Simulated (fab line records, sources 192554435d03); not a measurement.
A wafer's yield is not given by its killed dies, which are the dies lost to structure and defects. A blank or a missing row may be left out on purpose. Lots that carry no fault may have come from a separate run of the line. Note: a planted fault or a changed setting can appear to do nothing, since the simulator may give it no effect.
Which tool did it? | flow n5-finfet | 24 lots, 72 wafers sampled, at 6 steps of a route of 1938

## WHAT THE GAUGES SHOWED, per wafer
N5_BEOL_M11_THK_MEAS_01. Usual: M11_ILD_THK 268 nm, standard deviation 3.6.
lot  | measured     | on            | M11_ILD_THK (nm) | flag
L076 | day 12 00:40 | film-metro-02 | 266 271 277      |
L078 | day 12 13:06 | film-metro-02 | 263 266 270      |
L074 | day 12 17:12 | film-metro-01 | 261 272 270      |
L077 | day 12 21:03 | film-metro-02 | 271 268 272      |
L079 | day 13 00:31 | film-metro-02 | 265 265 267      |
L080 | day 13 01:49 | film-metro-01 | 266 269 269      |
L075 | day 13 05:56 | film-metro-02 | 265 267 270      |
L081 | day 13 18:49 | film-metro-02 | 266 267 272      |
L083 | day 14 00:16 | film-metro-02 | 261 259 265      |
L082 | day 14 01:36 | film-metro-02 | 270 272 276      |
L086 | day 15 02:19 | film-metro-02 | 265 267 270      |
L084 | day 15 07:24 | film-metro-02 | 267 272 267      |
L085 | day 15 08:44 | film-metro-02 | 270 264 269      |
L087 | day 15 11:11 | film-metro-02 | 263 272 271      |
L088 | day 16 03:51 | film-metro-02 | 267 262 272      |
L089 | day 16 03:49 | film-metro-02 | 263 260 266      |
L091 | day 16 04:19 | film-metro-02 | 266 270 266      |
L094 | day 16 09:16 | film-metro-02 | 264 266 271      |
L090 | day 16 13:23 | film-metro-01 | 264 263 268      |
L092 | day 16 20:51 | film-metro-02 | 266 264 269      |
L093 | day 16 22:58 | film-metro-02 | 267 273 266      |
L096 | day 18 05:38 | film-metro-01 | 266 267 272      |
L095 | day 18 04:29 | film-metro-01 | 262 266 260      |
L097 | day 19 01:53 | film-metro-01 | 267 271 270      |

N5_BEOL_M11_CD_MEAS_28 targets a cd of 70 nm. Usual: cd-nm at 69.9 nm, with a standard deviation of 1.1.
lot  | measured     | on        | cd-nm (nm)     | flag
L076 | day 12 04:04 | cd-sem-02 | 71.7 71.0 70.3 |
L078 | day 12 17:19 | cd-sem-03 | 68.9 69.7 67.5 |
L074 | day 12 21:46 | cd-sem-01 | 70.2 70.3 70.2 |
L077 | day 13 01:40 | cd-sem-03 | 70.2 70.5 70.2 |
L079 | day 13 04:12 | cd-sem-02 | 69.3 69.0 69.1 |
L080 | day 13 04:38 | cd-sem-01 | 70.2 69.5 70.5 |
L075 | day 13 10:49 | cd-sem-03 | 68.3 68.7 68.6 |
L081 | day 13 22:46 | cd-sem-01 | 69.1 68.5 67.6 |
L083 | day 14 04:09 | cd-sem-01 | 68.3 67.6 69.3 |
L082 | day 14 12:19 | cd-sem-01 | 70.1 70.8 70.7 |
L086 | day 15 05:20 | cd-sem-03 | 71.9 69.7 70.2 |
L084 | day 15 10:05 | cd-sem-03 | 68.8 69.8 69.4 |
L085 | day 15 12:55 | cd-sem-03 | 70.3 70.1 70.2 |
L087 | day 15 14:21 | cd-sem-01 | 69.2 69.7 69.2 |
L088 | day 16 09:08 | cd-sem-03 | 71.6 71.5 71.4 |
L089 | day 16 09:19 | cd-sem-01 | 71.3 70.8 71.2 |
L091 | day 16 10:30 | cd-sem-02 | 71.0 72.0 71.0 |
L094 | day 16 12:41 | cd-sem-01 | 69.8 69.0 68.3 |
L090 | day 16 16:05 | cd-sem-01 | 69.1 69.1 69.4 |
L092 | day 16 22:41 | cd-sem-02 | 71.6 71.1 70.7 |
L093 | day 17 03:04 | cd-sem-01 | 70.3 70.9 70.7 |
L096 | day 18 08:43 | cd-sem-02 | 69.3 69.9 69.3 |
L095 | day 18 07:54 | cd-sem-03 | 68.5 69.2 68.4 |
L097 | day 19 04:46 | cd-sem-02 | 70.9 70.3 71.0 |

N5_BEOL_M11_OVL_MEAS_29. Usual: V10_OVL -0.7 nm, standard deviation 0.83.
lot  | measured     | on         | V10_OVL (nm)   | flag
L076 | day 12 04:05 | overlay-02 | -1.2 -1.2 -1.9 |
L078 | day 12 17:21 | overlay-02 | 1.6 1.1 1.1    |
L074 | day 12 21:48 | overlay-01 | -0.9 -1.0 -1.0 |
L077 | day 13 01:41 | overlay-01 | -0.1 -0.2 -0.1 |
L079 | day 13 04:13 | overlay-02 | 0.6 -1.2 -1.5  |
L080 | day 13 04:40 | overlay-02 | 0.1 -0.5 -0.1  |
L075 | day 13 10:50 | overlay-01 | -1.0 -0.3 -1.2 |
L081 | day 13 22:48 | overlay-02 | -0.5 -1.1 -0.3 |
L083 | day 14 04:11 | overlay-02 | -0.1 -2.2 -0.4 |
L082 | day 14 12:20 | overlay-02 | -0.8 -1.4 -1.3 |
L086 | day 15 05:22 | overlay-01 | -0.5 -0.2 -0.3 |
L084 | day 15 10:07 | overlay-01 | 0.8 0.5 -0.6   |
L085 | day 15 12:57 | overlay-02 | -1.2 -2.3 -1.8 |
L087 | day 15 14:23 | overlay-01 | -1.6 -0.7 -1.7 |
L088 | day 16 09:10 | overlay-01 | -1.3 0.1 0.5   |
L089 | day 16 09:20 | overlay-02 | -0.2 -1.6 -0.8 |
L091 | day 16 10:32 | overlay-01 | -1.1 -0.5 -1.0 |
L094 | day 16 12:43 | overlay-01 | -1.5 -0.8 0.2  |
L090 | day 16 16:07 | overlay-02 | -1.5 -0.6 -0.3 |
L092 | day 16 22:43 | overlay-02 | -1.9 -1.3 -0.7 |
L093 | day 17 03:05 | overlay-01 | -1.0 0.1 -1.9  |
L096 | day 18 08:44 | overlay-02 | -1.4 -0.8 0.0  |
L095 | day 18 07:56 | overlay-01 | -1.7 -1.4 -2.1 |
L097 | day 19 04:47 | overlay-01 | 0.4 0.0 -0.6   |

## WHICH TOOL RAN EACH LOT (tool, then ch and the chambers of the sampled wafers, then the start)
lot  | N5_BEOL_M9_DEP_56               | N5_BEOL_M10_STRIP_67               | N5_BEOL_M10_STRIP_19
L076 | pecvd-04 ch 1,2, day 11 18:17   | rie-diel-06 ch 1,2,3, day 11 19:53 | rie-diel-02 ch 0,1,2, day 11 20:09
L078 | pecvd-03 ch 0,1, day 12 03:50   | rie-diel-02 ch 1,3, day 12 06:39   | rie-diel-02 ch 0,2,3, day 12 06:48
L074 | pecvd-04 ch 0,1, day 12 07:13   | rie-diel-06 ch 0,1,2, day 12 10:41 | rie-diel-02 ch 1,2,3, day 12 10:52
L077 | pecvd-02 ch 1,2, day 12 11:53   | rie-diel-02 ch 0,1,3, day 12 15:12 | rie-diel-06 ch 0,2, day 12 15:22
L079 | pecvd-04 ch 0,1,2, day 12 15:59 | rie-diel-03 ch 0,1,3, day 12 18:46 | rie-diel-02 ch 0,2, day 12 18:55
L080 | pecvd-02 ch 0,1,2, day 12 16:41 | rie-diel-06 ch 0,1, day 12 19:26   | rie-diel-03 ch 0,2, day 12 19:36
L075 | pecvd-04 ch 0,1,2, day 12 20:43 | rie-diel-06 ch 0,1, day 12 23:13   | rie-diel-06 ch 0,1,2, day 12 23:22
L081 | pecvd-02 ch 0,1,2, day 13 10:21 | rie-diel-06 ch 0,1,3, day 13 12:56 | rie-diel-02 ch 2,3, day 13 13:05
L083 | pecvd-04 ch 0,1,2, day 13 13:43 | rie-diel-02 ch 0,1,2, day 13 17:07 | rie-diel-06 ch 1,3, day 13 17:16
L082 | pecvd-03 ch 0,1, day 13 13:50   | rie-diel-03 ch 0,2, day 13 17:17   | rie-diel-03 ch 0,2,3, day 13 17:26
L086 | pecvd-02 ch 0,1,2, day 14 17:28 | rie-diel-06 ch 0,1,2, day 14 19:29 | rie-diel-06 ch 1,2,3, day 14 19:41
L084 | pecvd-03 ch 0,1,2, day 15 00:50 | rie-diel-02 ch 1,2, day 15 02:55   | rie-diel-02 ch 0,1,2, day 15 03:04
L085 | pecvd-03 ch 0,1, day 15 01:06   | rie-diel-03 ch 0,1,3, day 15 03:28 | rie-diel-02 ch 0,1,3, day 15 03:37
L087 | pecvd-02 ch 0,1, day 15 03:25   | rie-diel-03 ch 0,2, day 15 05:21   | rie-diel-03 ch 0,1,3, day 15 05:46
L088 | pecvd-02 ch 1,2, day 15 18:47   | rie-diel-02 ch 0,1,3, day 15 22:39 | rie-diel-02 ch 0,1, day 15 22:58
L089 | pecvd-02 ch 1,2, day 15 19:20   | rie-diel-03 ch 0,2,3, day 15 22:40 | rie-diel-02 ch 1,2,3, day 15 23:00
L091 | pecvd-04 ch 1,2, day 15 20:44   | rie-diel-02 ch 0,1,2, day 15 22:56 | rie-diel-06 ch 0,3, day 15 23:05
L094 | pecvd-03 ch 0,1, day 16 02:47   | rie-diel-06 ch 1,3, day 16 04:28   | rie-diel-03 ch 0,1,2, day 16 04:39
L090 | pecvd-04 ch 1,2, day 16 05:40   | rie-diel-06 ch 1,2, day 16 07:38   | rie-diel-02 ch 1,2, day 16 07:48
L092 | pecvd-04 ch 0,1,2, day 16 12:22 | rie-diel-06 ch 1,3, day 16 15:11   | rie-diel-03 ch 1,2,3, day 16 15:28
L093 | pecvd-04 ch 1,2, day 16 15:06   | rie-diel-03 ch 0,1,3, day 16 17:57 | rie-diel-06 ch 1,2,3, day 16 18:11
L096 | pecvd-04 ch 1,2, day 17 15:20   | rie-diel-06 ch 1,2, day 17 18:50   | rie-diel-02 ch 0,1,2, day 17 18:59
L095 | pecvd-03 ch 0,1,2, day 17 16:55 | rie-diel-03 ch 1,3, day 17 19:20   | rie-diel-06 ch 1,2,3, day 17 19:29
L097 | pecvd-02 ch 0,1, day 18 17:59   | rie-diel-06 ch 1,2,3, day 18 20:07 | rie-diel-02 ch 0,2,3, day 18 20:16
- N5_BEOL_M9_DEP_56: deposits SiCN from 3MS/NH3, target thk 15 nm, time 26.5 s.
- N5_BEOL_M10_STRIP_67: strips in CF4.
- N5_BEOL_M10_STRIP_19: strips in O2.

## WHAT THE TOOLS THEMSELVES READ (means of the sampled wafers that have a number; where no wafer has one, the mark that the record gives instead)
N5_BEOL_M9_DEP_56. Usual: showerhead-plenum-p-Torr 3.663 Torr, standard deviation 0.015; showerhead-vpp-V 868 V, standard deviation 46; throttle-valve-pct 8.9 %, standard deviation 0.48.
lot  | tool     | showerhead-plenum-p-Torr (Torr) | showerhead-vpp-V (V) | throttle-valve-pct (%) | flag
L076 | pecvd-04 | 3.655                           | 801                  | 8.5                    |
L078 | pecvd-03 | 3.664                           | 847                  | 9.4                    |
L074 | pecvd-04 | 3.667                           | 895                  | 9.2                    |
L077 | pecvd-02 | 3.646                           | 897                  | 9.1                    |
L079 | pecvd-04 | 3.665                           | 860                  | 9.0                    |
L080 | pecvd-02 | 3.664                           | 908                  | 9.3                    |
L075 | pecvd-04 | 3.660                           | 857                  | 8.9                    |
L081 | pecvd-02 | 3.667                           | 908                  | 9.3                    |
L083 | pecvd-04 | 3.664                           | 856                  | 9.1                    |
L082 | pecvd-03 | 3.664                           | 853                  | 9.3                    |
L086 | pecvd-02 | 3.668                           | 906                  | 9.2                    |
L084 | pecvd-03 | 3.660                           | 850                  | 8.8                    |
L085 | pecvd-03 | 3.652                           | 855                  | 9.5                    |
L087 | pecvd-02 | 3.682                           | 924                  | 9.3                    |
L088 | pecvd-02 | 3.650                           | 890                  | 9.1                    |
L089 | pecvd-02 | 3.661                           | 907                  | 9.2                    |
L091 | pecvd-04 | 3.664                           | 821                  | 8.6                    |
L094 | pecvd-03 | 3.657                           | 851                  | 9.1                    |
L090 | pecvd-04 | 3.671                           | 815                  | 8.6                    |
L092 | pecvd-04 | 3.664                           | 850                  | 8.7                    |
L093 | pecvd-04 | 3.657                           | 806                  | 8.6                    |
L096 | pecvd-04 | 3.662                           | 816                  | 8.6                    |
L095 | pecvd-03 | 3.663                           | 860                  | 8.9                    |
L097 | pecvd-02 | 3.676                           | 912                  | 8.6                    |

N5_BEOL_M10_STRIP_67. Usual: drypump-motor-current-A 5.8 A, standard deviation 0.53; oes-product-au 0.81 a.u., standard deviation 0.1; power-w 300.1 W, standard deviation 0.9; rf-vpp-V 271.6 V, standard deviation 1.5; showerhead-plenum-p-Torr 1.82 Torr, standard deviation 0.052; throttle-valve-pct 13.5 %, standard deviation 0.33.
lot  | tool        | drypump-motor-current-A (A) | oes-product-au (a.u.) | power-w (W) | rf-vpp-V (V) | showerhead-plenum-p-Torr (Torr) | throttle-valve-pct (%) | flag
L076 | rie-diel-06 | 6.0                         | 0.68                  | 299.3       | 271.6        | 1.84                            | 13.7                   |
L078 | rie-diel-02 | 6.1                         | 0.71                  | 298.8       | 269.8        | 1.73                            | 13.7                   |
L074 | rie-diel-06 | 5.8                         | 0.69                  | 300.0       | 272.5        | 1.84                            | 13.8                   |
L077 | rie-diel-02 | 6.0                         | 0.76                  | 300.4       | 270.9        | 1.78                            | 13.5                   |
L079 | rie-diel-03 | 5.6                         | 0.86                  | 300.2       | 271.6        | 1.84                            | 13.5                   |
L080 | rie-diel-06 | 5.4                         | 0.69                  | 300.5       | 271.1        | 1.84                            | 13.8                   |
L075 | rie-diel-06 | 5.4                         | 0.69                  | 300.1       | 271.6        | 1.84                            | 13.8                   |
L081 | rie-diel-06 | 6.0                         | 0.77                  | 300.2       | 272.1        | 1.85                            | 13.6                   |
L083 | rie-diel-02 | 5.6                         | 0.90                  | 300.4       | 271.7        | 1.81                            | 13.3                   |
L082 | rie-diel-03 | 5.4                         | 0.75                  | 300.3       | 270.1        | 1.74                            | 13.6                   |
L086 | rie-diel-06 | 5.8                         | 0.77                  | 300.5       | 272.6        | 1.84                            | 13.6                   |
L084 | rie-diel-02 | 5.4                         | 0.91                  | 300.3       | 270.7        | 1.76                            | 13.4                   |
L085 | rie-diel-03 | 5.7                         | 0.83                  | 299.9       | 271.6        | 1.83                            | 13.5                   |
L087 | rie-diel-03 | 5.1                         | 0.79                  | 300.3       | 270.2        | 1.75                            | 13.5                   |
L088 | rie-diel-02 | 6.0                         | 0.80                  | 300.5       | 270.6        | 1.77                            | 13.4                   |
L089 | rie-diel-03 | 5.5                         | 0.81                  | 300.7       | 271.1        | 1.79                            | 13.4                   |
L091 | rie-diel-02 | 5.6                         | 0.86                  | 300.1       | 271.9        | 1.80                            | 13.3                   |
L094 | rie-diel-06 | 6.3                         | 0.91                  | 299.9       | 271.4        | 1.84                            | 13.3                   |
L090 | rie-diel-06 | 5.5                         | 0.92                  | 300.3       | 272.3        | 1.83                            | 13.3                   |
L092 | rie-diel-06 | 5.7                         | 0.92                  | 300.1       | 272.1        | 1.84                            | 13.3                   |
L093 | rie-diel-03 | 5.7                         | 0.81                  | 298.8       | 272.5        | 1.83                            | 13.6                   |
L096 | rie-diel-06 | 5.5                         | 0.89                  | 300.3       | 271.8        | 1.82                            | 13.3                   |
L095 | rie-diel-03 | 6.0                         | 0.77                  | 300.0       | 272.8        | 1.85                            | 13.9                   |
L097 | rie-diel-06 | 6.1                         | 0.85                  | 300.0       | 271.3        | 1.82                            | 13.3                   |

N5_BEOL_M10_STRIP_19. Usual: drypump-motor-current-A 5.8 A, standard deviation 0.52; oes-product-au 0.82 a.u., standard deviation 0.1; rf-vpp-V 3.6 V, standard deviation 0.55; showerhead-plenum-p-Torr 2.12 Torr, standard deviation 0.081; temp-c 40.00 C, standard deviation 0.11; throttle-valve-pct 16.6 %, standard deviation 0.32.
lot  | tool        | drypump-motor-current-A (A) | oes-product-au (a.u.) | rf-vpp-V (V) | showerhead-plenum-p-Torr (Torr) | temp-c (C) | throttle-valve-pct (%) | flag
L076 | rie-diel-02 | 5.6                         | 0.84                  | 3.3          | 2.12                            | 39.99      | 16.6                   |
L078 | rie-diel-02 | 5.9                         | 0.85                  | 3.0          | 2.09                            | 40.15      | 16.3                   |
L074 | rie-diel-02 | 5.7                         | 0.77                  | 3.2          | 2.04                            | 39.96      | 16.7                   |
L077 | rie-diel-06 | 6.0                         | 0.70                  | 3.4          | 2.15                            | 40.10      | 16.8                   |
L079 | rie-diel-02 | 5.5                         | 0.92                  | 3.2          | 2.11                            | 39.98      | 16.3                   |
L080 | rie-diel-03 | 5.4                         | 0.76                  | 3.9          | 2.00                            | 40.04      | 16.6                   |
L075 | rie-diel-06 | 5.8                         | 0.67                  | 3.7          | 2.16                            | 40.04      | 16.9                   |
L081 | rie-diel-02 | 6.0                         | 0.77                  | 4.4          | 2.01                            | 40.04      | 16.5                   |
L083 | rie-diel-06 | 6.3                         | 0.85                  | 3.5          | 2.14                            | 39.88      | 16.4                   |
L082 | rie-diel-03 | 5.5                         | 0.83                  | 3.9          | 2.09                            | 40.06      | 16.5                   |
L086 | rie-diel-06 | 6.1                         | 0.84                  | 3.3          | 2.15                            | 39.99      | 16.5                   |
L084 | rie-diel-02 | 5.6                         | 0.89                  | 4.1          | 2.11                            | 39.98      | 16.5                   |
L085 | rie-diel-02 | 6.0                         | 0.82                  | 3.9          | 2.09                            | 40.04      | 16.5                   |
L087 | rie-diel-03 | 5.6                         | 0.83                  | 4.0          | 2.15                            | 40.10      | 16.7                   |
L088 | rie-diel-02 | 5.7                         | 0.88                  | 4.0          | 2.11                            | 40.04      | 16.6                   |
L089 | rie-diel-02 | 5.7                         | 0.82                  | 3.6          | 2.03                            | 39.94      | 16.6                   |
L091 | rie-diel-06 | 6.5                         | 0.83                  | 3.5          | 2.12                            | 40.01      | 16.4                   |
L094 | rie-diel-03 | 5.5                         | 0.75                  | 3.3          | 2.06                            | 40.07      | 16.8                   |
L090 | rie-diel-02 | 5.3                         | 0.88                  | 3.1          | 2.05                            | 40.04      | 16.5                   |
L092 | rie-diel-03 | 5.9                         | 0.76                  | 3.8          | 2.13                            | 39.96      | 16.8                   |
L093 | rie-diel-06 | 6.0                         | 0.91                  | 3.4          | 2.15                            | 39.92      | 16.4                   |
L096 | rie-diel-02 | 5.6                         | 0.84                  | 3.8          | 2.10                            | 40.13      | 16.5                   |
L095 | rie-diel-06 | 6.1                         | 0.88                  | 3.2          | 2.14                            | 39.94      | 16.5                   |
L097 | rie-diel-02 | 5.9                         | 0.86                  | 3.2          | 2.16                            | 39.99      | 16.3                   |

## THE ANSWER, worked out from the rows above alone
Rule: take the mean of a lot's wafers that have a number; if it is more than 3 standard deviations from the usual mean, the lot is off. Also off: a lot with no number at a reading for which 4 or more lots have one. Where the step has rows for the other lots, those lots are counted as sound. The gauges are gone through in route order, then the tools' own readings, and for those a lot's mean is taken as printed above. The first step at which some lot is off is used, and at that step the reading that is off furthest; a lot without a number counts as furthest.
None of the lots is off at any reading shown; this tells nothing.

## WHAT THE SIMULATOR HAD INSERTED
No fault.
